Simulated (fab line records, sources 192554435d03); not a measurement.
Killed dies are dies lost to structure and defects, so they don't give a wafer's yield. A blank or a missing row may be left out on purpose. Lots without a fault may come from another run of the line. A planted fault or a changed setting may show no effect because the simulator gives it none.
fab line records | flow n5_finfet
record lots=6 wafers=18 last_day=21
route steps=1938 shown MOL_CONTACT_COAG@593 BEOL_M4@1111 PASSIVATION@1936
lots that met no fault: from a run of the same line without faults
start_h: hours from the record's first day to the start of the lot's first wafer shown | wait_h: hours since the lot's step before | " the same as in the row above | L1.1+2: a row that stands for several wafers | - no value, or no start given | * or withheld: withheld | < > ~ a bound
route shown NAME@n: a module of which the file shows steps, and the number in the route of the first | usual: mean/standard deviation of fault-free wafers | same: alike in all rows | chamber/n: place in a boat | sites: the reading at each site | _std_site: their standard deviation | _edge_site: outer sites' mean less inner sites' | radius_mm: how far each site lies from the wafer's centre | mask NAME#n: copy n | behind: the tool/chamber that last shaped the wafer | hold: why the lot was held/for how many hours/how that ended | device: the transistor (n, p or np) that didn't switch | end of line: the same wafers' tests at the end of the route | a step without rows: its recipe alone | killed: dies lost to structure and defects at the first sort, not the wafer's yield | map: a wafer's dies, x killed, . not, _ none there
set.NAME: the setting as run; set.NAME@STEP: as run at that earlier step | model.NAME: the simulator's own value behind a step, which no gauge read
lots at some steps of the route; a table a step, a row a wafer
services: from which hour (start_h, from the record's first day; less than 0 if before it) a tool's chamber was out of use, for how many hours, and why
## steps
# step N5_MOL_CONTACT_COAG_COAT_62
# recipe resist=SOC temp_c=250 time_s=60 spin_rpm=1500 resist_thk_nm=60
# step N5_MOL_CONTACT_COAG_COAT_63
# recipe resist=SiARC temp_c=220 time_s=60 spin_rpm=1500 resist_thk_nm=10
# step N5_MOL_CONTACT_COAG_COAT_64
# recipe resist=underlayer temp_c=205 time_s=60 spin_rpm=1500 resist_thk_nm=10
# step N5_MOL_CONTACT_COAG_COAT_34
# recipe resist=CAR-EUV spin_rpm=1500 resist_thk_nm=40
# step N5_MOL_CONTACT_COAG_EBR_36
# recipe solvent=PGMEA ebr_width_mm=1.5
# step N5_MOL_CONTACT_COAG_SOFTBAKE_35
# recipe temp_c=110 time_s=60 resist=CAR-EUV
# step N5_MOL_CONTACT_COAG_EXPOSE_37
# recipe mask_id=VD na=0.33 source_shape=annular sigma_inner=0.3 sigma_outer=0.7 polarization=unpolarized defocus_nm=0 dose_mj=62
# step N5_MOL_CONTACT_COAG_PEB_38
# recipe peb_temp_c=100 peb_time_s=60 resist=CAR-EUV
# step N5_MOL_CONTACT_COAG_DEVELOP_39
# recipe develop_time_s=30 developer=TMAH resist=CAR-EUV rinse_liquid=surfactant_rinse dry=air_spin dev_temp_c=23
# step N5_MOL_CONTACT_COAG_CD_MEAS_40
# recipe target_cd_nm=25.1 landing_energy_ev=500 detector=se_inlens polarity=opening
# usual cd_nm=25.17/0.26
# columns lot.wafer tool chamber start_h wait_h cd_nm
L948.1 cd_sem-02 0 113.09 - 25.05
L948.2 " 0 " " 25.09
L948.6 " 0 " " 25.05
L949.2 cd_sem-03 0 116.79 - 25.32
L949.3 " 0 " " 24.65
L949.6 " 0 " " 24.91
L967.2 cd_sem-01 0 213.04 - 25.69
L967.4 " 0 " " 25.23
L967.5 " 0 " " 25.27
L968.2 cd_sem-03 0 225.85 - 24.59
L968.5 " 0 " " 25.14
L968.6 " 0 " " 25.18
L969.2 cd_sem-01 0 229.58 - 25.50
L969.4 " 0 " " 25.49
L969.5 " 0 " " 25.17
L971.1 cd_sem-01 0 241.84 - 25.80
L971.4 " 0 " " 25.30
L971.5 " 0 " " 25.58
# step N5_MOL_CONTACT_COAG_OVL_MEAS_41
# recipe points_per_wafer=522
# usual VD_OVL=0.0/0.75
# columns lot.wafer tool chamber start_h wait_h VD_OVL[nm]
L948.1 overlay-02 0 113.12 0.0 0.9
L948.2 " 0 " " -0.5
L948.6 " 0 " " -1.0
L949.2 overlay-02 0 116.82 0.0 0.9
L949.3 " 0 " " -0.2
L949.6 " 0 " " -0.2
L967.2 overlay-01 0 213.08 0.0 0.4
L967.4 " 0 " " -0.1
L967.5 " 0 " " -1.0
L968.2 overlay-01 0 225.88 0.0 0.0
L968.5 " 0 " " 1.2
L968.6 " 0 " " 0.7
L969.2 overlay-02 0 229.62 0.0 -0.9
L969.4 " 0 " " -0.1
L969.5 " 0 " " -2.0
L971.1 overlay-01 0 241.87 0.0 0.4
L971.4 " 0 " " -0.2
L971.5 " 0 " " 0.0
# step N5_MOL_CONTACT_COAG_INSPECT_42
# recipe mode=adi inspect_instrument=brightfield
# usual raw_defect_count=203/49
# columns lot.wafer tool chamber start_h wait_h raw_defect_count
L948.1 defect_inspect-02 - 113.18 0.1 126
L948.2 " - " " 143
L948.6 " - " " 155
L949.2 defect_inspect-02 - 116.88 0.0 238
L949.3 " - " " 196
L949.6 " - " " 217
L967.2 defect_inspect-02 - 213.13 0.0 183
L967.4 " - " " 156
L967.5 " - " " 203
L968.2 defect_inspect-02 - 225.94 0.0 219
L968.5 " - " " 237
L968.6 " - " " 188
L969.2 defect_inspect-02 - 229.67 0.0 165
L969.4 " - " " 105
L969.5 " - " " 169
L971.1 defect_inspect-02 - 241.93 0.1 150
L971.4 " - " " 196
L971.5 " - " " 112
# step N5_MOL_CONTACT_COAG_DESCUM_45
# recipe chemistry=O2 time_s=7 source_power_w=50 bias_power_w=20 pressure_mtorr=20 rf_frequency_hz=2.712e+07 temp_c=40 resist=CAR-EUV o2_flow_sccm=225
# usual drypump_motor_current_A=5.9/0.42 oes_product_au=0.81/0.092 rf_vpp_V=244.0/1.3 showerhead_plenum_p_Torr=2.15/0.072 throttle_valve_pct=20.34/0.24
# columns lot.wafer tool chamber start_h wait_h drypump_motor_current_A oes_product_au rf_hours_counter_h rf_vpp_V showerhead_plenum_p_Torr throttle_valve_pct model.CAR-EUV_of_MOL_CONTACT_COAG_COAT_34.thk_nm
L948.1 rie_diel-05 0 113.96 0.8 5.7 0.86 34 245.8 2.22 20.05 35.8
L948.2 " 1 " " 6.2 0.67 252 241.0 1.97 20.79 36.2
L948.6 " 2 " " 5.8 0.92 - 244.3 2.11 20.01 36
L949.2 rie_diel-05 0 117.41 0.5 5.7 0.84 36 244.9 2.22 20.05 35.8
L949.3 " 1 " " 6.2 0.67 254 242.4 1.97 20.78 36
L949.6 " 1 " " 6.2 0.67 - 240.4 1.97 20.79 36
L967.2 rie_diel-05 2 213.17 0.0 5.8 0.85 59 244.6 2.10 20.07 35.2
L967.4 " 0 " " 5.7 0.80 72 244.6 2.21 20.10 35.2
L967.5 " 3 " " 6.7 0.85 - 244.0 2.25 20.42 35
L968.2 rie_diel-05 1 225.97 0.0 6.2 0.90 34 245.3 2.22 20.55 35
L968.5 " 3 " " 6.7 0.85 - 245.0 2.25 20.42 35
L968.6 " 0 " " 5.7 0.79 - 244.1 2.21 20.11 34.8
L969.2 rie_diel-01 3 230.16 0.5 6.5 0.73 191 241.7 2.09 20.24 36.2
L969.4 " 2 " " 5.5 0.72 - 242.0 2.06 20.14 36
L969.5 " 3 " " 6.5 0.73 - 241.7 2.09 20.26 36
L971.1 rie_diel-01 1 241.96 0.0 5.9 0.98 1 241.4 2.08 20.57 36.2
L971.4 " 2 " " 5.6 0.72 206 242.5 2.06 20.15 36
L971.5 " 2 " " 5.5 0.72 - 242.4 2.06 20.16 36.2
# step N5_MOL_CONTACT_COAG_ETCH_65
# recipe chemistry=N2/H2 target=underlayer target_depth_a=130 mask_material=CAR-EUV time_s=10.4 ion_energy_ev=200 pressure_mtorr=30 source_w=840 bias_w=150 n2_flow_sccm=200 h2_flow_sccm=200 ends=cleared
# usual drypump_motor_current_A=5.9/0.42 etch_rf_on_time_s=10.32/0.29 oes_product_au=0.69/0.076 rf_vpp_V=525.6/2.3 showerhead_plenum_p_Torr=2.61/0.078 throttle_valve_pct=17.8/0.3
# columns lot.wafer tool chamber start_h wait_h drypump_motor_current_A etch_rf_on_time_s oes_product_au rf_hours_counter_h rf_vpp_V showerhead_plenum_p_Torr throttle_valve_pct
L948.1 rie_diel-05 0 114.00 0.0 5.7 10.07 0.74 34 530.2 2.68 17.3
L948.2 " 1 " " 6.2 10.63 0.58 252 520.9 2.41 18.4
L948.6 " 2 " " 5.8 10.58 0.78 - 525.0 2.60 17.7
L949.2 rie_diel-05 0 117.45 0.0 5.7 10.18 0.74 36 527.7 2.68 17.3
L949.3 " 1 " " 6.2 10.77 0.57 254 520.7 2.41 18.4
L949.6 " 1 " " 6.2 10.66 0.57 - 518.5 2.41 18.4
L967.2 rie_diel-05 2 213.21 0.0 5.8 10.78 0.71 59 524.3 2.59 17.7
L967.4 " 0 " " 5.7 10.17 0.70 72 527.5 2.66 17.3
L967.5 " 3 " " 6.7 10.20 0.75 - 529.0 2.68 17.5
L968.2 rie_diel-05 1 226.00 0.0 6.2 9.96 0.77 34 528.1 2.72 18.1
L968.5 " 3 " " 6.7 10.13 0.74 - 526.7 2.68 17.5
L968.6 " 0 " " 5.7 10.08 0.69 - 526.0 2.66 17.3
L969.2 rie_diel-01 3 230.20 0.0 6.4 10.67 0.61 191 523.5 2.52 17.6
L969.4 " 2 " " 5.6 10.21 0.62 - 522.0 2.53 17.8
L969.5 " 3 " " 6.4 10.77 0.61 - 522.5 2.52 17.6
L971.1 rie_diel-01 1 242.00 0.0 6.0 10.41 0.83 1 521.5 2.49 17.8
L971.4 " 2 " " 5.5 10.37 0.61 206 522.8 2.53 17.8
L971.5 " 2 " " 5.6 10.42 0.60 - 523.9 2.53 17.8
# step N5_MOL_CONTACT_COAG_ETCH_66
# recipe chemistry=CF4 target=SiARC target_depth_a=130 mask_material=CAR-EUV time_s=21.7 ion_energy_ev=80 pressure_mtorr=40 source_w=545 bias_w=36 Ar_flow_sccm=100 cf4_flow_sccm=100 ends=cleared
# usual drypump_motor_current_A=5.9/0.42 etch_rf_on_time_s=21.6/0.57 oes_product_au=0.69/0.074 rf_vpp_V=184.6/1.2 showerhead_plenum_p_Torr=2.19/0.063 throttle_valve_pct=15.51/0.21
# columns lot.wafer tool chamber start_h wait_h drypump_motor_current_A etch_rf_on_time_s oes_product_au rf_hours_counter_h rf_vpp_V showerhead_plenum_p_Torr throttle_valve_pct
L948.1 rie_diel-05 0 114.02 0.0 5.7 21.1 0.75 34 186.4 2.26 15.19
L948.2 " 1 " " 6.2 22.6 0.57 252 181.8 2.03 16.00
L948.6 " 2 " " 5.7 22.4 0.78 - 186.2 2.19 15.35
L949.2 rie_diel-05 0 117.47 0.0 5.7 21.1 0.74 36 185.7 2.26 15.19
L949.3 " 1 " " 6.2 22.6 0.57 254 182.6 2.03 16.02
L949.6 " 1 " " 6.2 22.2 0.58 - 182.0 2.03 16.01
L967.2 rie_diel-05 2 213.23 0.0 5.8 22.3 0.72 59 183.7 2.17 15.43
L967.4 " 0 " " 5.7 21.2 0.70 72 185.7 2.25 15.27
L967.5 " 3 " " 6.7 21.2 0.75 - 186.8 2.26 15.31
L968.2 rie_diel-05 1 226.02 0.0 6.2 21.4 0.76 34 184.8 2.27 15.62
L968.5 " 3 " " 6.7 20.9 0.74 - 186.1 2.26 15.31
L968.6 " 0 " " 5.7 20.8 0.70 - 184.0 2.24 15.27
L969.2 rie_diel-01 3 230.22 0.0 6.4 22.6 0.60 191 185.2 2.12 15.43
L969.4 " 2 " " 5.5 21.3 0.62 - 183.3 2.12 15.55
L969.5 " 3 " " 6.4 22.3 0.61 - 183.7 2.12 15.44
L971.1 rie_diel-01 1 242.02 0.0 5.9 21.5 0.84 1 182.9 2.11 15.48
L971.4 " 2 " " 5.6 21.5 0.61 206 183.8 2.12 15.56
L971.5 " 2 " " 5.6 21.8 0.61 - 182.3 2.12 15.58
# step N5_MOL_CONTACT_COAG_ALD_133
# recipe material=SiO2 target_thk_a=50 temp_c=100 ald_precursor_family=BDEAS ald_co_reactant=O2-plasma pulse_time_s=1 co_reactant_pulse_time_s=1 purge_time_s=2 co_reactant_purge_time_s=2 ald_cycles=35 pressure_torr=2
# usual heater_power_w=80/8.4 precursor_pulse_height_rel=0.999/0.019
# columns lot.wafer tool chamber start_h wait_h heater_power_w precursor_pulse_height_rel
L948.1 ald_sin-04 2 114.29 0.2 87 0.986
L948.2 " 0 " " 71 1.035
L948.6 " 1 " " 77 1.019
L949.2 ald_sin-01 0 117.55 0.1 86 0.997
L949.3 " 1 " " 69 1.000
L949.6 " 0 " " 86 1.014
L967.2 ald_sin-04 2 213.31 0.1 87 0.983
L967.4 " 3 " " 75 1.018
L967.5 " 3 " " 75 0.998
L968.2 ald_sin-01 2 226.10 0.1 99 0.997
L968.5 " 3 " " 83 1.009
L968.6 " 2 " " 101 0.984
L969.2 ald_sin-04 1 230.30 0.1 79 0.974
L969.4 " 3 " " 76 1.025
L969.5 " 1 " " 79 0.970
L971.1 ald_sin-03 3 242.13 0.1 83 0.972
L971.4 " 2 " " 76 0.985
L971.5 " 2 " " 74 1.016
# step N5_MOL_CONTACT_COAG_ETCHBACK_134
# recipe chemistry=CHF3 target=SiO2 target_depth_a=100 time_s=6.7 ion_energy_ev=200 pressure_mtorr=30 source_w=610 bias_w=170 Ar_flow_sccm=200 CHF3_flow_sccm=50
# usual CHF3_flow_sccm=49.99/0.16 drypump_motor_current_A=5.9/0.37 oes_product_au=0.79/0.085 rf_vpp_V=529/16 showerhead_plenum_p_Torr=2.42/0.083 throttle_valve_pct=18.63/0.2
# columns lot.wafer tool chamber start_h wait_h CHF3_flow_sccm drypump_motor_current_A oes_product_au rf_hours_counter_h rf_vpp_V showerhead_plenum_p_Torr throttle_valve_pct model.CAR-EUV_of_MOL_CONTACT_COAG_COAT_34.thk_nm
L948.1 rie_diel-05 0 114.63 0.3 49.73 5.7 0.86 34 507 2.52 18.32 15.4
L948.2 " 2 " " 50.11 5.7 0.91 19 527 2.41 18.38 15.8
L948.6 " 1 " " 49.99 6.2 0.68 - 546 2.24 19.05 15.4
L949.2 rie_diel-05 2 117.73 0.1 49.76 5.7 0.91 21 524 2.41 18.35 15.2
L949.3 " 0 " " 49.77 5.7 0.85 36 509 2.52 18.33 15.6
L949.6 " 0 " " 49.86 5.7 0.85 - 507 2.52 18.32 15.6
L967.2 rie_diel-05 3 213.49 0.1 49.93 6.7 0.86 36 524 2.54 18.59 14.6
L967.4 " 0 " " 49.86 5.6 0.81 73 508 2.50 18.40 14.4
L967.5 " 0 " " 49.97 5.7 0.80 - 507 2.50 18.40 14.6
L968.2 rie_diel-04 2 226.31 0.1 49.90 5.7 0.77 119 552 2.38 18.55 14.8
L968.5 " 3 " " 49.74 5.6 0.70 - 536 2.42 18.76 14.4
L968.6 " 2 " " 50.12 5.7 0.77 - 552 2.38 18.55 14.4
L969.2 rie_diel-04 3 230.63 0.3 50.21 5.6 0.68 265 535 2.41 18.76 15.6
L969.4 " 3 " " 50.39 5.7 0.69 - 536 2.41 18.76 15.6
L969.5 " 2 " " 50.11 5.7 0.77 - 552 2.38 18.53 15.6
L971.1 rie_diel-04 0 242.41 0.2 49.94 5.1 0.96 3 492 2.31 18.47 15.6
L971.4 " 3 " " 49.76 5.6 0.69 - 535 2.41 18.77 15.6
L971.5 " 2 " " 50.15 5.7 0.76 - 551 2.38 18.55 15.6
# step N5_MOL_CONTACT_COAG_ETCH_67
# recipe chemistry=N2/H2 target=SOC target_depth_a=600 overetch_a=210 mask_material=SiARC temp_c=40 time_s=101.2 ion_energy_ev=200 pressure_mtorr=30 source_w=840 bias_w=150 n2_flow_sccm=200 h2_flow_sccm=200
# usual drypump_motor_current_A=5.9/0.37 oes_product_au=0.66/0.069 rf_vpp_V=525.1/2.3 showerhead_plenum_p_Torr=2.59/0.084 throttle_valve_pct=17.79/0.3
# columns lot.wafer tool chamber start_h wait_h drypump_motor_current_A oes_product_au rf_hours_counter_h rf_vpp_V showerhead_plenum_p_Torr throttle_valve_pct
L948.1 rie_diel-05 0 114.67 0.0 5.7 0.72 34 528.2 2.68 17.24
L948.2 " 2 " " 5.8 0.76 19 525.4 2.61 17.65
L948.6 " 1 " " 6.2 0.57 - 518.9 2.41 18.35
L949.2 rie_diel-05 2 117.76 0.0 5.8 0.75 21 524.7 2.60 17.63
L949.3 " 0 " " 5.7 0.72 36 528.1 2.68 17.23
L949.6 " 0 " " 5.7 0.71 - 528.4 2.68 17.25
L967.2 rie_diel-05 3 213.52 0.0 6.7 0.73 36 527.5 2.68 17.42
L967.4 " 0 " " 5.7 0.68 73 526.6 2.66 17.32
L967.5 " 0 " " 5.7 0.68 - 527.3 2.66 17.31
L968.2 rie_diel-04 2 226.36 0.0 5.7 0.64 119 525.7 2.54 17.65
L968.5 " 3 " " 5.6 0.57 - 524.9 2.60 17.96
L968.6 " 2 " " 5.7 0.64 - 524.2 2.54 17.67
L969.2 rie_diel-04 3 230.68 0.0 5.6 0.58 265 526.2 2.60 17.98
L969.4 " 3 " " 5.6 0.57 - 523.8 2.60 17.96
L969.5 " 2 " " 5.7 0.64 - 524.9 2.54 17.66
L971.1 rie_diel-04 0 242.45 0.0 5.1 0.81 3 523.4 2.51 17.73
L971.4 " 3 " " 5.7 0.57 - 526.0 2.60 17.98
L971.5 " 2 " " 5.7 0.64 - 525.0 2.54 17.67
# step N5_BEOL_M4_RC_MEAS_101
# usual DIBL_N=37.7/2 DIBL_P=37.7/2.3 IOFF_N=0.18/0.039 IOFF_P=0.23/0.042 ION_N=681/12 ION_P=463/8 SS_N=71.9/0.68 SS_P=73.6/0.71 VT_N=248/3.2 VT_P=-249/3.1
# columns lot.wafer tool chamber start_h wait_h DIBL_N[mV/V] DIBL_P[mV/V] IOFF_N[nA/um] IOFF_P[nA/um] ION_N[uA/um] ION_P[uA/um] SS_N[mV/dec] SS_P[mV/dec] VT_N[mV] VT_P[mV]
L948.1 prober-01 0 270.98 0.0 40.1 41.4 0.26 0.37 700 488 72.4 74.8 242 -240
L948.2 " 0 " " 40.0 41.2 0.26 0.35 701 481 72.5 74.1 243 -240
L948.6 " 0 " " 37.4 38.0 0.18 0.27 677 467 71.3 73.6 247 -244
L949.2 prober-01 0 274.08 0.2 36.4 34.7 0.17 0.20 700 469 71.9 72.9 246 -253
L949.3 " 0 " " 37.5 35.6 0.19 0.20 681 456 71.8 73.0 245 -250
L949.6 " 0 " " 35.1 33.7 0.15 0.19 683 466 71.0 72.4 248 -251
L967.2 prober-01 0 378.01 0.2 40.0 39.9 0.21 0.24 675 461 72.4 74.3 249 -251
L967.4 " 0 " " 36.4 36.9 0.15 0.21 679 468 70.9 73.4 252 -251
L967.5 " 0 " " 35.8 37.0 0.14 0.20 662 462 71.0 72.8 253 -250
L968.2 prober-01 0 385.83 0.2 37.6 39.6 0.18 0.20 680 455 72.9 73.5 246 -252
L968.5 " 0 " " 37.9 40.1 0.19 0.23 671 456 71.9 73.6 248 -251
L968.6 " 0 " " 34.7 35.6 0.13 0.16 676 458 71.4 72.9 249 -257
L969.2 prober-02 0 386.03 0.2 35.5 34.6 0.14 0.18 679 460 72.0 73.1 250 -251
L969.4 " 0 " " 39.0 39.1 0.19 0.24 673 460 71.9 73.8 249 -250
L969.5 " 0 " " 34.2 33.2 0.12 0.16 670 461 70.5 72.4 250 -251
L971.1 prober-02 0 402.27 0.0 38.4 37.0 0.23 0.25 706 471 72.1 73.2 241 -246
L971.4 " 0 " " 37.0 34.9 0.16 0.21 663 455 71.9 72.4 251 -247
L971.5 " 0 " " 38.9 39.3 0.24 0.29 705 475 72.5 75.0 241 -245
# step N5_PASSIVATION_PROBE_49
# usual defect_limited_yield=91.1/1.4 killed_at_M0_to_M3=34/9.6 killed_at_M4_up=15/5.3 killed_at_contacts=12/6.1 killed_at_front_end=40/11 killed_at_other=3.5/2.8 killed_dies=105/17 killed_open=70/12 killed_short=34/7.7 sort_bin_4_leakage=0.01/0.07 sort_bin_5_function=5.2/0.97 sort_bin_6_memory=3.4/0.62 sort_n_pass=1075/17 sort_yield_pct=91.1/1.4
# same gross_dies=1180 killed_at_back_side=0 sort_bin_8_speed[%]=0
# columns lot.wafer tool chamber start_h wait_h defect_limited_yield[%] killed_at_M0_to_M3 killed_at_M4_up killed_at_contacts killed_at_front_end killed_at_other killed_dies killed_open killed_short sort_bin_4_leakage[%] sort_bin_5_function[%] sort_bin_6_memory[%] sort_n_pass sort_yield_pct[%]
L949.2 prober-01 - 387.88 0.1 92.4 24 23 1 37 5 90 57 25 0 4.2 3.1 1090 92.4
L949.3 prober-01 - 387.93 0.1 90.6 38 10 7 48 8 111 67 42 0 5.9 3.5 1069 90.6
L949.6 prober-01 - 388.08 0.3 91.9 20 12 4 53 6 95 57 38 0 4.2 3.3 1085 91.9
L967.2 prober-01 - 480.39 0.1 88.1 45 12 10 72 2 141 68 53 0 6.0 3.7 1039 88.1
L967.4 prober-01 - 480.49 0.2 92.2 28 16 7 38 3 92 56 35 0 4.8 2.5 1088 92.2
L967.5 prober-01 - 480.54 0.2 87.1 40 12 13 82 5 152 86 44 0 6.2 4.3 1028 87.1
L969.2 prober-01 - 500.53 0.1 90.9 27 9 27 40 4 107 64 43 0 5.2 3.7 1073 90.9
L969.4 prober-01 - 500.63 0.2 89.9 47 13 23 29 7 119 82 37 0 5.7 3.8 1061 89.9
L969.5 prober-01 - 500.68 0.2 90.7 41 8 15 39 7 110 81 29 0 4.6 4.2 1070 90.7
# killed by level:class
L949.2 BEOL_M4:geometric_particle:open=10 FIN_SAQP:geometric_particle:open=7 BEOL_M2:geometric_particle:open=6 STI_FIN_REVEAL:geometric_particle:open=5 DUMMY_GATE:geometric_particle:open=5 BEOL_M2:geometric_particle:short=5 HKMG_FIN:area_etch=5 BEOL_M0_SAQP:geometric_particle:short=4
L949.3 FIN_SAQP:geometric_particle:open=12 BEOL_M1:geometric_particle:open=11 BEOL_M0_SAQP:geometric_particle:short=9 FIN_SAQP:geometric_particle:short=8 STI_FIN_REVEAL:geometric_particle:open=8 BEOL_M0_SAQP:geometric_particle:open=7 STARTING-WAFER:geometric_particle:short=7 MOL_CONTACT_COAG:geometric_particle:open=6
L949.6 FIN_SAQP:geometric_particle:short=17 FIN_SAQP:geometric_particle:open=14 STI_FIN_REVEAL:geometric_particle:open=5 BEOL_M3:geometric_particle:open=5 STARTING-WAFER:geometric_particle:short=4 MOL_CONTACT_COAG:geometric_particle:open=4 BEOL_M0_SAQP:geometric_particle:open=4 BEOL_M1:geometric_particle:open=4
L967.2 FIN_SAQP:geometric_particle:short=20 HKMG_FIN:area_etch=20 BEOL_M2:geometric_particle:open=12 BEOL_M4:geometric_particle:open=9 MOL_CONTACT_COAG:geometric_particle:open=9 BEOL_M0_SAQP:geometric_particle:open=9 STI_FIN_REVEAL:geometric_particle:open=7 BEOL_M0_SAQP:geometric_particle:short=7
L967.4 BEOL_M2:geometric_particle:open=13 FIN_SAQP:geometric_particle:open=6 FIN_SAQP:geometric_particle:short=5 GATE_CUT:geometric_particle:short=5 MOL_CONTACT_COAG:geometric_particle:open=5 BEOL_M4:geometric_particle:open=5 STI_FIN_REVEAL:geometric_particle:open=4 DUMMY_GATE:geometric_particle:open=4
L967.5 HKMG_FIN:area_etch=22 GATE_CUT:geometric_particle:short=13 MOL_CONTACT_COAG:geometric_particle:open=13 BEOL_M2:geometric_particle:open=13 STI_FIN_REVEAL:geometric_particle:open=12 FIN_SAQP:geometric_particle:open=9 FIN_SAQP:geometric_particle:short=7 BEOL_M0_SAQP:geometric_particle:short=7
L969.2 MOL_CONTACT_COAG:geometric_particle:open=21 STI_FIN_REVEAL:geometric_particle:open=10 MOL_CONTACT_COAG:geometric_particle:short=6 BEOL_M0_SAQP:geometric_particle:short=6 BEOL_M2:geometric_particle:open=6 FIN_SAQP:geometric_particle:open=5 BEOL_M4:geometric_particle:open=5 GATE_CUT:geometric_particle:short=4
L969.4 MOL_CONTACT_COAG:geometric_particle:open=18 BEOL_M3:geometric_particle:open=18 STI_FIN_REVEAL:geometric_particle:open=13 BEOL_M0_SAQP:geometric_particle:open=7 MOL_CONTACT_COAG:geometric_particle:short=5 BEOL_M0_SAQP:geometric_particle:short=5 BEOL_M1:geometric_particle:open=5 BEOL_M3:geometric_particle:short=4
L969.5 MOL_CONTACT_COAG:geometric_particle:open=12 BEOL_M0_SAQP:geometric_particle:short=11 BEOL_M3:geometric_particle:open=11 FIN_SAQP:geometric_particle:open=9 STI_FIN_REVEAL:geometric_particle:open=8 BEOL_M0_SAQP:geometric_particle:open=8 BEOL_M2:geometric_particle:open=6 ILD0:geometric_particle:open=5
## services
# columns tool chamber start_h hours kind
rie_diel-05 - 89.99 15.6 pm
rie_diel-01 - 109.73 14.6 pm
rie_diel-05 1 122.16 - clean
rie_diel-05 1 122.16 - consumable_replace:focus_ring
rie_diel-05 1 122.16 - consumable_replace:showerhead
rie_diel-05 1 122.16 17.9 scheduled_down
rie_diel-05 1 122.16 17.9 vent_cycle
rie_diel-01 3 166.05 3.5 repair
ald_sin-04 - 171.41 6.1 pm
ald_sin-03 - 176.77 14.0 pm
ald_sin-03 0 176.77 14.0 vent_cycle
ald_sin-03 1 176.77 14.0 vent_cycle
ald_sin-03 2 176.77 14.0 vent_cycle
rie_diel-04 0 198.98 - clean
rie_diel-04 0 198.98 - consumable_replace:focus_ring
rie_diel-04 0 198.98 36.9 scheduled_down
rie_diel-04 0 198.98 36.9 vent_cycle
rie_diel-04 1 200.64 69.6 repair
rie_diel-04 3 203.83 8.1 repair
rie_diel-01 - 214.57 2.8 pm
rie_diel-01 1 219.36 - clean
rie_diel-01 1 219.36 - consumable_replace:focus_ring
rie_diel-01 1 219.36 21.5 scheduled_down
rie_diel-01 1 219.36 21.5 vent_cycle
## key
first_sign none at tools or gauges
model_effect step=N5_MOL_CONTACT_COAG_DESCUM_45 value=CAR-EUV_of_MOL_CONTACT_COAG_COAT_34.thk_nm without=36.03 struck=35.03
model_effect step=N5_MOL_CONTACT_COAG_ETCHBACK_134 value=CAR-EUV_of_MOL_CONTACT_COAG_COAT_34.thk_nm without=15.47 struck=14.53
met_at N5_MOL_CONTACT_COAG_DESCUM_45
struck_wafers L967.2,L967.4,L967.5,L968.2,L968.5,L968.6
baseline_loss step=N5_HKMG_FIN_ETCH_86 wafers=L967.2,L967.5
onset_between 117.41 213.17
fault kind=process_parameter_drift tool=rie_diel-05 chamber=- onset_h=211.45 steps=N5_MOL_CONTACT_COAG_DESCUM_45 channel=time_s offset=* shape=step end_h=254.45 acts_in=* stated=*
# baseline_loss: these wafers lose ten dies or more at that step, a loss of the line's own and not of a fault; the sort's usual values leave them out
